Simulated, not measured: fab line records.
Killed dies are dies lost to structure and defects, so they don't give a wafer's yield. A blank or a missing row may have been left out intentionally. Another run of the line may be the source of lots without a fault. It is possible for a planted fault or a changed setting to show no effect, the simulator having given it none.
Chamber matching    flow nand_harc    NHARC_P_ZERO_WELL_DESCUM_39 on rie_diel-04 has 4 sister chambers
The step chemistry O2, time 3 s. 14 wafers are shown with their chamber, then 7 later ones without.

WAFERS, EACH WITH ITS CHAMBER
wafer   chamber  drypump_motor_current_A (A)  showerhead_plenum_p_Torr (Torr)  oes_product_au (a.u.)
L880.1  1        6.0                          1.80                             1.025
L880.5  3        5.5                          1.77                             1.006
L880.6  2        4.8                          1.98                             0.996
L881.1  2        4.8                          1.98                             1.003
L881.4  0        5.3                          2.02                             0.991
L881.5  0        5.3                          2.02                             0.992
L882.1  0        5.3                          2.02                             0.993
L882.3  3        5.5                          1.77                             1.002
L882.5  3        5.6                          1.77                             1.001
L889.3  2        4.8                          1.97                             1.009
L889.4  1        6.0                          1.79                             1.001
L889.5  3        5.6                          1.76                             1.000
L890.4  2        4.8                          1.97                             1.016
L890.5  1        6.0                          1.79                             1.012

SIGNATURES (averages over the wafers above)
reading                   chamber 0  chamber 1  chamber 2  chamber 3  scatter within a chamber
drypump_motor_current_A   5.300      6.000      4.800      5.550      0.0316
showerhead_plenum_p_Torr  2.0200     1.7933     1.9750     1.7675     0.00492
oes_product_au            0.99200    1.01267    1.00600    1.00225    0.00728
Rule: for each reading, subtract the chamber's mean from the wafer's reading, divide by that reading's scatter and square the result; add these up over the readings and take the root, which gives the wafer's distance from the chamber. If the next closest chamber is less than 2 further off than the closest, the wafer can't be placed; otherwise it belongs to the closest. How the scatter is found: for the shown wafers, subtract from each reading the mean of its chamber, square and add these, divide the total by (wafers less chambers), then take the root.

WAFERS WITHOUT THEIR CHAMBER
wafer   drypump_motor_current_A (A)  showerhead_plenum_p_Torr (Torr)  oes_product_au (a.u.)
L890.6  4.8                          1.97                             1.016
L897.2  4.8                          1.96                             1.014
L897.4  4.9                          1.96                             1.009
L897.6  5.6                          2.07                             0.976
L899.2  5.6                          2.07                             0.984
L899.5  5.5                          2.07                             0.986
L899.6  5.3                          2.01                             0.988

WHICH CHAMBER EACH WENT THROUGH
wafer    from the rows above   in truth
L890.6   2                     2
L897.2   2                     2
L897.4   2                     2
L897.6   0                     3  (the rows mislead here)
L899.2   0                     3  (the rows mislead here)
L899.5   0                     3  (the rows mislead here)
L899.6   0                     0
Placed correctly: 4 of 7. Left unplaced by these rows: 0. Placed wrongly: 3.
